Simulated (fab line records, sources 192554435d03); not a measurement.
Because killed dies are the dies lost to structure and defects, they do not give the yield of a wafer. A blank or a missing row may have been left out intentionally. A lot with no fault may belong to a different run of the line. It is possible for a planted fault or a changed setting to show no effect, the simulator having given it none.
Which of the tools did it? -- flow n5 finfet -- 12 lots, 34 wafers sampled, at 2 steps of a route of 1938

== WHAT EACH GAUGE READ, for each wafer ==
N5_MIM_BOT_LITHO_OVL_MEAS_11. Usual: MIM_BOT_OVL typically reads -4 nm, with standard deviation 5.6.
lot,measured,on,MIM_BOT_OVL (nm),flag
L914,day 12 10:08,overlay-02,-4 -10 -1,
L917,day 13 03:35,overlay-02,-2 -5 -7,
L918,day 13 03:25,overlay-02,-5 6,
L921,day 13 22:41,overlay-01,4 -2,
L920,day 13 20:34,overlay-02,-6 -6 2,
L925,day 15 08:21,overlay-01,4 -2 -3,
L928,day 16 10:36,overlay-01,-4 -3 -3,
L931,day 17 08:02,overlay-01,2 5 9,
L933,day 17 16:05,overlay-02,-16 -16 -8,
L935,day 18 12:33,overlay-02,-3 -8 -4,
L937,day 19 01:28,overlay-02,-1 -6 -4,
L936,day 19 01:48,overlay-01,-8 -9 -3,

== EACH LOT AND THE TOOL THAT RAN IT (in order: tool; ch and the chambers of the sampled wafers; start) ==
lot,N5_BEOL_M6_PRE_CLEAN_45
L914,"pvd sputter-01, day 9 06:10"
L917,"pvd sputter-03, day 10 00:16"
L918,"pvd sputter-03, day 10 00:39"
L921,"pvd sputter-02, day 10 16:58"
L920,"pvd sputter-03, day 10 17:18"
L925,"pvd sputter-03, day 12 04:44"
L928,"pvd sputter-02, day 12 21:44"
L931,"pvd sputter-02, day 13 16:44"
L933,"pvd sputter-02, day 13 22:14"
L935,"pvd sputter-01, day 14 18:22"
L937,"pvd sputter-01, day 15 03:35"
L936,"pvd sputter-01, day 15 06:37"
- N5_BEOL_M6_PRE_CLEAN_45: time 30 s.

== WHAT THE TOOLS THEMSELVES READ (means of the sampled wafers that have a number; where no wafer has one, the mark that the record gives instead) ==
N5_BEOL_M6_PRE_CLEAN_45. Usual: 338 W for heater power w, sd 33.
lot,tool,heater power w (W),flag
L914,pvd sputter-01,326,
L917,pvd sputter-03,323,
L918,pvd sputter-03,302,
L921,pvd sputter-02,341,
L920,pvd sputter-03,292,
L925,pvd sputter-03,314,
L928,pvd sputter-02,349,
L931,pvd sputter-02,355,
L933,pvd sputter-02,366,
L935,pvd sputter-01,332,
L937,pvd sputter-01,339,
L936,pvd sputter-01,339,

== THE ANSWER, worked out from the rows above alone ==
Rule: a lot counts as off when the mean over its wafers that have a number is more than 3 standard deviations away from the usual mean. Also off: a lot with no number at a reading for which 4 or more lots have one. The other lots that the step has rows for count as sound. After the gauges, taken in route order, come the tools' own readings; for these a lot's mean is taken, as printed above. The first step at which some lot is off is used, and at that step the reading that is off furthest; a lot without a number counts as furthest.
Across all readings shown, no lot is off: no conclusion can be drawn from this.

== WHAT THE SIMULATOR HAD INSERTED ==
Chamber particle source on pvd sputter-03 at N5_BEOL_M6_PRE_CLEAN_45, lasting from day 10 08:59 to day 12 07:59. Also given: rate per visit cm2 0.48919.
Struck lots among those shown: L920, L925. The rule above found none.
